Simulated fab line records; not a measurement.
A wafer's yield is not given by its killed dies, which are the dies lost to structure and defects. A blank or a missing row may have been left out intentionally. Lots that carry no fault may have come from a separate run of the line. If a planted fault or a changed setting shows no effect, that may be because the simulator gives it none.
fab line records	flow n5Finfet
record lots=8	wafers=24	lastDay=18
route steps=1938 shown BEOL_M0_SAQP@676 BEOL_M4@1111 PASSIVATION@1936
lots untouched by any fault: they come from a run of this same line in which no faults occurred
startH: start of the lot's first displayed wafer, in hours after the record's first day	waitH: hours since the lot's step before	" unchanged from the row above	L1.1+2: several wafers, shown together as one row	- no value, or no start was given	* or withheld: withheld	< > ~ a bound
route shown NAME@n: a module of which the file shows steps, and the number in the route of the first	usual: mean/standard deviation of fault-free wafers	same: alike in all rows	chamber/n: place in a boat	sites: per-site readings	_std_site: their standard deviation	_edge_site: mean of outer sites minus mean of inner sites	radiusMm: how far each site lies from the wafer's centre	mask NAME#n: copy n	behind: the last tool/chamber to shape the wafer	hold: cause of the lot's hold/its duration in hours/its outcome	device: transistor that didn't switch, given as n, p or np	end of line: the same wafers' tests at the end of the route	step lacking rows: just its recipe	killed: count of dies lost to structure and defects at first sort (not the wafer's yield)	map: shows each die of a wafer: x if killed, . if not, _ if none is there
set.NAME: setting as actually run; set.NAME@STEP: the setting as run at that earlier step	model.NAME: the simulator's own value behind a step, which no gauge read
one table for each step of the route and one row for each wafer, over a sample of lots
services: the hour from which a tool's chamber was out of use, counted from the record's first day as startH (under 0 if before that day), plus the number of hours and why
## steps
# step N5_BEOL_M0_SAQP_SPACER2_ALD_26
# recipe material=SiO2	targetThkA=150	tempC=300	aldPrecursorFamily=BDEAS	aldCoReactant=O2-plasma	pulseTimeS=1	purgeTimeS=2	coReactantPurgeTimeS=2	pressureTorr=2
# usual heaterPowerW=481/49	precursorPulseHeightRel=1.004/0.019
lot.wafer	tool	chamber	startH	waitH	heaterPowerW	precursorPulseHeightRel
L384.1	aldSin-03	1	110.67	0.1	468	0.987
L384.3	"	0	"	"	497	0.983
L384.4	"	3	"	"	430	1.029
L385.1	aldSin-02	3	117.28	0.1	572	0.995
L385.4	"	2	"	"	401	0.975
L385.6	"	2	"	"	419	1.022
L388.1	aldSin-02	2	140.22	0.1	404	1.014
L388.2	"	0	"	"	577	0.998
L388.3	"	3	"	"	563	1.058
L389.2	aldSin-01	1	148.93	0.3	465	1.006
L389.4	"	2	"	"	487	1.004
L389.5	"	2	"	"	477	1.004
L396.3	aldSin-03	0	181.89	1.2	503	0.993
L396.4	"	1	"	"	466	0.984
L396.6	"	2	"	"	462	0.968
L402.2	aldSin-02	3	217.86	0.1	562	1.031
L402.3	"	2	"	"	413	1.006
L402.5	"	2	"	"	405	1.017
L403.2	aldSin-01	2	225.11	0.2	476	1.014
L403.5	"	1	"	"	479	0.971
L403.6	"	0	"	"	466	1.036
L406.3	aldSin-02	1	245.61	0.1	485	1.003
L406.5	"	3	"	"	563	0.994
L406.6	"	0	"	"	558	0.983
# step N5_BEOL_M0_SAQP_MANDREL2_REMOVE_110
# recipe chemistry=HBr/Cl2/O2	btTimeS=10	target=a-Si	stopOn=SiCN	endpoint=OES-SiCl	overEtchFrac=1	icpW=600	biasW=30	HBr_flow_sccm=150	Cl2_flow_sccm=80	O2_flow_sccm=5	pressureMtorr=10
# usual drypumpMotorCurrentA=5.7/0.32	oesProductAu=1.000/0.021	rfFwdPowerW=596.3/2.2	throttleValvePct=36.8/0.63
lot.wafer	tool	chamber	startH	waitH	drypumpMotorCurrentA	oesProductAu	rfFwdPowerW	rfHoursCounterH	throttleValvePct
L384.1	rieSi-06	3	111.31	0.1	5.8	1.004	593.9	86	36.9
L384.3	"	1	"	"	6.0	0.983	596.1	68	36.9
L384.4	"	2	"	"	5.6	0.979	595.1	3	36.6
L385.1	rieSi-05	2	117.92	0.1	5.8	0.988	600.5	107	37.8
L385.4	"	3	"	"	5.1	1.028	600.2	8	36.4
L385.6	"	2	"	"	5.8	0.994	597.9	-	37.7
L388.1	rieSi-04	1	140.86	0.1	5.8	0.986	595.2	9	36.4
L388.2	"	3	"	"	5.4	1.002	598.1	6	35.8
L388.3	"	0	"	"	5.8	1.006	592.9	77	35.7
L389.2	rieSi-04	3	149.61	0.1	5.4	1.004	594.6	6	35.8
L389.4	"	0	"	"	5.8	1.009	592.8	77	35.7
L389.5	"	2	"	"	5.0	1.017	597.9	-	37.1
L396.3	rieSi-06	3	182.53	0.1	5.8	1.009	595.0	87	36.9
L396.4	"	0	"	"	5.8	0.997	597.8	41	36.4
L396.6	"	1	"	"	6.1	0.983	595.4	-	36.9
L402.2	rieSi-05	1	218.50	0.1	5.7	1.025	594.5	94	37.2
L402.3	"	0	"	"	5.9	0.970	597.3	145	37.7
L402.5	"	3	"	"	5.1	1.033	597.4	-	36.4
L403.2	rieSi-05	3	225.75	0.1	5.1	1.038	596.8	10	36.4
L403.5	"	2	"	"	5.8	0.995	601.8	-	37.8
L403.6	"	3	"	"	5.1	1.040	594.9	-	36.4
L406.3	rieSi-04	2	246.37	0.1	5.0	1.022	591.7	29	37.2
L406.5	"	1	"	"	5.8	0.986	597.5	-	36.4
L406.6	"	2	"	"	5.0	1.026	593.0	-	37.1
# step N5_BEOL_M0_SAQP_ETCH_88
# recipe chemistry=N2/H2	target=underlayer	targetDepthA=65	timeS=5.2	ionEnergyEv=200	maskMaterial=CAR-EUV	pressureMtorr=30	sourceW=840	biasW=150	n2FlowSccm=200	h2FlowSccm=200	ends=cleared
# usual drypumpMotorCurrentA=5.9/0.56	etchRfOnTimeS=5.24/0.18	oesProductAu=0.65/0.077	rfFwdPowerW=819.8/2.5	rfVppV=524.2/2.4	showerheadPlenumPTorr=2.55/0.078	throttleValvePct=17.86/0.18
lot.wafer	tool	chamber	startH	waitH	drypumpMotorCurrentA	etchRfOnTimeS	oesProductAu	rfFwdPowerW	rfHoursCounterH	rfVppV	showerheadPlenumPTorr	throttleValvePct
L384.1	rieDiel-05	2	112.25	0.0	6.6	5.28	0.66	817.8	135	521.6	2.54	17.81
L384.3	"	1	"	"	5.3	5.25	0.61	824.1	225	526.5	2.61	17.90
L384.4	"	3	"	"	5.8	5.32	0.62	817.7	153	526.1	2.65	18.14
L385.1	rieDiel-05	2	118.49	0.0	6.6	5.36	0.65	816.1	136	522.1	2.54	17.79
L385.4	"	1	"	"	5.3	5.25	0.60	822.6	226	522.5	2.61	17.90
L385.6	"	3	"	"	5.9	5.33	0.61	821.8	-	527.9	2.65	18.13
L388.1	rieDiel-02	0	141.44	0.0	5.2	5.35	0.60	817.8	216	526.6	2.60	17.69
L388.2	"	3	"	"	6.3	5.36	0.58	821.2	217	525.5	2.65	17.96
L388.3	"	1	"	"	6.3	5.22	0.71	819.0	51	525.2	2.61	17.62
L389.2	rieDiel-02	1	150.19	0.0	6.3	5.26	0.70	821.0	54	524.7	2.61	17.63
L389.4	"	2	"	"	5.9	5.40	0.59	818.3	229	518.9	2.39	17.67
L389.5	"	2	"	"	5.9	5.38	0.60	815.0	-	522.7	2.39	17.65
L396.3	rieDiel-02	0	183.10	0.0	5.2	5.41	0.59	817.3	228	527.5	2.60	17.72
L396.4	"	1	"	"	6.3	5.27	0.70	821.3	-	525.3	2.60	17.65
L396.6	"	0	"	"	5.2	5.50	0.58	818.0	-	526.6	2.60	17.71
L402.2	rieDiel-03	3	219.09	0.0	4.8	5.24	0.61	821.0	186	527.0	2.64	17.98
L402.3	"	2	"	"	6.0	5.19	0.82	822.0	15	525.9	2.61	17.88
L402.5	"	3	"	"	4.8	5.21	0.61	818.0	-	527.0	2.64	17.97
L403.2	rieDiel-05	1	226.45	0.0	5.4	5.14	0.82	818.9	3	525.3	2.60	17.63
L403.5	"	1	"	"	5.4	5.12	0.84	822.0	-	527.0	2.60	17.59
L403.6	"	0	"	"	6.6	5.48	0.63	820.0	-	518.5	2.44	17.66
L406.3	rieDiel-03	0	246.94	0.0	5.9	5.08	0.78	816.4	34	522.9	2.49	17.94
L406.5	"	3	"	"	4.8	5.25	0.61	824.1	-	527.3	2.63	17.98
L406.6	"	2	"	"	6.0	5.20	0.79	820.0	-	526.6	2.60	17.90
# step N5_BEOL_M0_SAQP_ETCH_73
# recipe chemistry=CF4	target=SiARC	targetDepthA=195	maskMaterial=CAR-EUV	timeS=32.5	ionEnergyEv=80	pressureMtorr=40	sourceW=545	biasW=36	Ar_flow_sccm=100	cf4FlowSccm=100	ends=cleared
# usual cf4FlowSccm=100.0/0.3	drypumpMotorCurrentA=5.9/0.56	etchRfOnTimeS=32.8/1.1	oesProductAu=0.66/0.077	rfFwdPowerW=534.6/2.7	rfVppV=184.1/1.1	showerheadPlenumPTorr=2.15/0.059	throttleValvePct=15.63/0.22
lot.wafer	tool	chamber	startH	waitH	cf4FlowSccm	drypumpMotorCurrentA	etchRfOnTimeS	oesProductAu	rfFwdPowerW	rfHoursCounterH	rfVppV	showerheadPlenumPTorr	throttleValvePct
L384.1	rieDiel-05	2	112.27	0.0	100.2	6.7	33.7	0.65	538.2	135	183.4	2.14	15.49
L384.3	"	1	"	"	100.2	5.3	33.4	0.59	538.1	225	183.6	2.20	15.74
L384.4	"	3	"	"	100.0	5.8	33.4	0.61	534.2	153	185.9	2.22	15.80
L385.1	rieDiel-05	2	118.51	0.0	99.9	6.6	33.1	0.66	533.5	136	184.1	2.14	15.49
L385.4	"	1	"	"	99.9	5.3	32.9	0.60	539.6	226	185.5	2.19	15.75
L385.6	"	3	"	"	99.9	5.9	33.1	0.62	532.6	-	185.1	2.22	15.82
L388.1	rieDiel-02	0	141.46	0.0	99.5	5.2	33.3	0.61	536.2	216	184.5	2.21	15.72
L388.2	"	3	"	"	99.7	6.2	33.1	0.59	533.6	217	184.7	2.21	15.64
L388.3	"	1	"	"	100.6	6.3	32.4	0.72	532.3	51	183.1	2.18	15.23
L389.2	rieDiel-02	1	150.20	0.0	99.6	6.3	32.7	0.70	536.8	54	184.7	2.18	15.26
L389.4	"	2	"	"	100.7	5.9	33.7	0.60	533.6	229	183.1	2.04	15.60
L389.5	"	2	"	"	100.6	5.9	34.1	0.59	534.1	-	182.2	2.04	15.62
L396.3	rieDiel-02	0	183.12	0.0	99.6	5.2	33.9	0.59	535.9	228	184.5	2.20	15.74
L396.4	"	1	"	"	70.2	6.3	34.2	0.68	534.1	-	185.4	1.96	14.01
L396.6	"	0	"	"	99.9	5.2	33.7	0.60	534.1	-	184.7	2.20	15.73
L402.2	rieDiel-03	3	219.11	0.0	100.3	4.8	32.9	0.62	537.4	186	185.2	2.22	15.68
L402.3	"	2	"	"	100.0	6.0	32.6	0.81	532.9	15	184.1	2.20	15.56
L402.5	"	3	"	"	100.2	4.8	32.9	0.61	538.7	-	185.1	2.22	15.69
L403.2	rieDiel-05	1	226.46	0.0	100.2	5.3	32.1	0.83	539.0	3	183.6	2.19	15.38
L403.5	"	1	"	"	99.9	5.3	32.2	0.82	540.7	-	184.8	2.19	15.40
L403.6	"	0	"	"	100.2	6.6	34.1	0.62	529.4	-	183.6	2.06	15.40
L406.3	rieDiel-03	0	246.96	0.0	100.5	6.0	31.9	0.78	534.0	34	184.0	2.09	15.63
L406.5	"	3	"	"	99.8	4.9	32.9	0.61	540.3	-	185.0	2.22	15.70
L406.6	"	2	"	"	99.7	6.0	32.8	0.79	535.2	-	184.1	2.19	15.57
# step N5_BEOL_M4_RC_MEAS_101
# usual DIBL_N=36.4/2.7	DIBL_P=36/3.2	IOFF_N=0.16/0.046	IOFF_P=0.21/0.055	ION_N=677/15	ION_P=464/11	SS_N=71.5/0.79	SS_P=73.3/0.93	VT_N=250/4.1	VT_P=-251/4.4
lot.wafer	tool	chamber	startH	waitH	DIBL_N[mV/V]	DIBL_P[mV/V]	IOFF_N[nA/um]	IOFF_P[nA/um]	ION_N[uA/um]	ION_P[uA/um]	SS_N[mV/dec]	SS_P[mV/dec]	VT_N[mV]	VT_P[mV]
L384.1	prober-01	0	164.22	0.2	34.9	35	0.14	0.22	670	466	72.1	73.6	251	-247
L384.3	"	0	"	"	36.4	37	0.18	0.26	683	472	72.4	73.2	247	-245
L384.4	"	0	"	"	39.0	41	0.23	0.35	690	470	72.5	75.1	247	-240
L385.1	prober-02	0	166.53	0.0	37.0	35	0.16	0.21	680	467	71.0	73.8	249	-249
L385.4	"	0	"	"	43.5	44	0.32	0.42	733	500	72.7	76.2	242	-240
L385.6	"	0	"	"	39.5	38	0.22	0.29	692	479	71.5	73.5	244	-245
L388.1	prober-02	0	206.75	0.0	31.4	29	0.09	0.13	648	452	69.9	71.0	256	-257
L388.2	"	0	"	"	36.5	36	0.17	0.21	691	470	71.7	72.6	246	-249
L388.3	"	0	"	"	35.3	34	0.14	0.18	677	463	71.3	72.5	252	-253
L389.2	prober-02	0	216.91	0.2	32.8	32	0.11	0.14	648	457	70.1	72.0	253	-255
L389.4	"	0	"	"	35.5	35	0.15	0.19	673	457	70.9	72.6	249	-253
L389.5	"	0	"	"	34.9	34	0.14	0.16	696	462	72.1	73.0	250	-255
L396.3	prober-02	0	249.67	0.3	35.0	36	0.17	0.21	704	478	71.3	73.8	246	-248
L396.4	"	0	"	"	33.4	34	0.15	0.20	691	471	70.3	72.8	246	-248
L396.6	"	0	"	"	32.7	33	0.13	0.17	668	460	70.5	72.9	249	-253
L402.2	prober-02	0	286.74	0.2	34.7	35	0.13	0.14	667	445	71.0	72.4	255	-255
L402.3	"	0	"	"	37.8	41	0.18	0.22	671	450	72.3	73.9	251	-253
L402.5	"	0	"	"	34.3	36	0.12	0.16	658	445	71.2	72.7	254	-258
L403.2	prober-02	0	293.20	0.2	36.9	38	0.17	0.24	689	475	71.3	74.3	247	-247
L403.5	"	0	"	"	37.6	37	0.17	0.24	675	466	72.1	74.6	249	-248
L403.6	"	0	"	"	37.0	36	0.17	0.22	676	454	71.6	74.0	248	-247
L406.3	prober-02	0	319.36	0.3	40.0	38	0.21	0.22	677	457	72.4	73.5	249	-253
L406.5	"	0	"	"	36.7	34	0.14	0.16	659	448	71.2	72.5	253	-257
L406.6	"	0	"	"	41.0	40	0.23	0.25	689	467	72.3	74.2	247	-252
# step N5_PASSIVATION_PROBE_49
# usual defectLimitedYield=91.1/1.4	killed_at_M0_to_M3=34/9.7	killed_at_M4_up=13/5.1	killedAtContacts=14/6.3	killedAtFrontEnd=40/11	killedAtOther=3.5/2.7	killedDies=105/16	killedOpen=70/12	killedShort=34/7.8	sort_bin_4_leakage=0.02/0.13	sort_bin_5_function=5.2/0.88	sort_bin_6_memory=3.3/0.7	sortNPass=1074/17	sortYieldPct=91.0/1.5
# same grossDies=1180	killedAtBackSide=0	sort_bin_8_speed[%]=0
lot.wafer	tool	chamber	startH	waitH	defectLimitedYield[%]	killed_at_M0_to_M3	killed_at_M4_up	killedAtContacts	killedAtFrontEnd	killedAtOther	killedDies	killedOpen	killedShort	sort_bin_4_leakage[%]	sort_bin_5_function[%]	sort_bin_6_memory[%]	sortNPass	sortYieldPct[%]
L402.2	prober-01	-	388.04	0.1	92.4	30	14	17	26	3	90	62	28	0	4.7	2.8	1090	92.4
L402.3	prober-01	-	388.09	0.1	92.5	19	7	20	37	5	88	55	29	0	3.7	3.3	1092	92.5
L402.5	prober-01	-	388.19	0.2	90.4	37	8	14	47	7	113	56	57	0	5.5	3.4	1067	90.4
# killed by level:class
L402.2 MOL_CONTACT_COAG:geometricParticle:open=13 STI_FIN_REVEAL:geometricParticle:open=8 FIN_SAQP:geometricParticle:short=7 BEOL_M1:geometricParticle:open=7 FIN_SAQP:geometricParticle:open=4 MOL_CONTACT_COAG:geometricParticle:short=4 BEOL_M0_SAQP:geometricParticle:short=4 BEOL_M3:geometricParticle:open=4
L402.3 MOL_CONTACT_COAG:geometricParticle:open=17 FIN_SAQP:geometricParticle:short=9 STI_FIN_REVEAL:geometricParticle:open=7 BEOL_M0_SAQP:geometricParticle:short=6 DUMMY_GATE:geometricParticle:open=4 BEOL_M0:geometricParticle:open=4 MOL_CONTACT_COAG:geometricParticle:short=3 FIN_SAQP:geometricParticle:open=2
L402.5 BEOL_M0_SAQP:geometricParticle:short=13 FIN_SAQP:geometricParticle:short=12 STI_FIN_REVEAL:geometricParticle:open=11 BEOL_M0_SAQP:geometricParticle:open=8 MOL_CONTACT_COAG:geometricParticle:short=7 MOL_CONTACT_COAG:geometricParticle:open=7 FIN_SAQP:geometricParticle:open=5 GATE_CUT:geometricParticle:short=5
## services
tool	chamber	startH	hours	kind
aldSin-01	2	101.12	6.2	repair
rieDiel-05	3	120.53	12.2	repair
rieDiel-05	0	130.14	5.3	repair
rieDiel-03	0	130.43	-	clean
rieDiel-03	0	130.43	-	consumableReplace:focusRing
rieDiel-03	0	130.43	18.5	scheduledDown
aldSin-02	2	130.82	3.4	repair
rieDiel-02	-	145.77	0.3	repair
rieSi-05	3	170.39	8.0	repair
aldSin-02	-	177.38	14.0	pm
rieSi-04	3	195.33	5.1	repair
rieDiel-05	1	196.49	-	clean
rieDiel-05	1	196.49	-	consumableReplace:focusRing
rieDiel-05	1	196.49	20.2	scheduledDown
rieDiel-05	1	196.49	20.2	ventCycle
aldSin-02	1	203.12	14.9	repair
rieSi-04	2	210.48	7.3	repair
rieDiel-02	2	214.60	-	clean
rieDiel-02	2	214.60	-	consumableReplace:focusRing
rieDiel-02	2	214.60	-	consumableReplace:showerhead
rieDiel-02	2	214.60	22.7	scheduledDown
rieDiel-02	2	214.60	22.7	ventCycle
rieSi-05	1	222.18	5.0	repair
aldSin-03	-	225.16	1.1	repair
## key
firstSign step=N5_BEOL_M0_SAQP_ETCH_73	reading=cf4FlowSccm	direction=down	sigmas=99+	usual=100.0	struck=70.2
effect step=N5_BEOL_M0_SAQP_ETCH_73	reading=throttleValvePct	direction=down	sigmas=7.3	usual=*	struck=*
metAt N5_BEOL_M0_SAQP_ETCH_73
struckLots L396
struckWafers L396.4
notActingAt N5_BEOL_M0_SAQP_SPACER2_ALD_26,N5_BEOL_M0_SAQP_MANDREL2_REMOVE_110,N5_BEOL_M0_SAQP_ETCH_88
onsetBetween 150.20 183.12
fault kind=processParameterDrift	tool=rieDiel-02	chamber=1	onsetH=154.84	steps=N5_BEOL_M0_SAQP_ETCH_73	channel=cf4FlowSccm	offset=-30	shape=step	endH=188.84	actsIn=theseRecipesOnly	stated=100
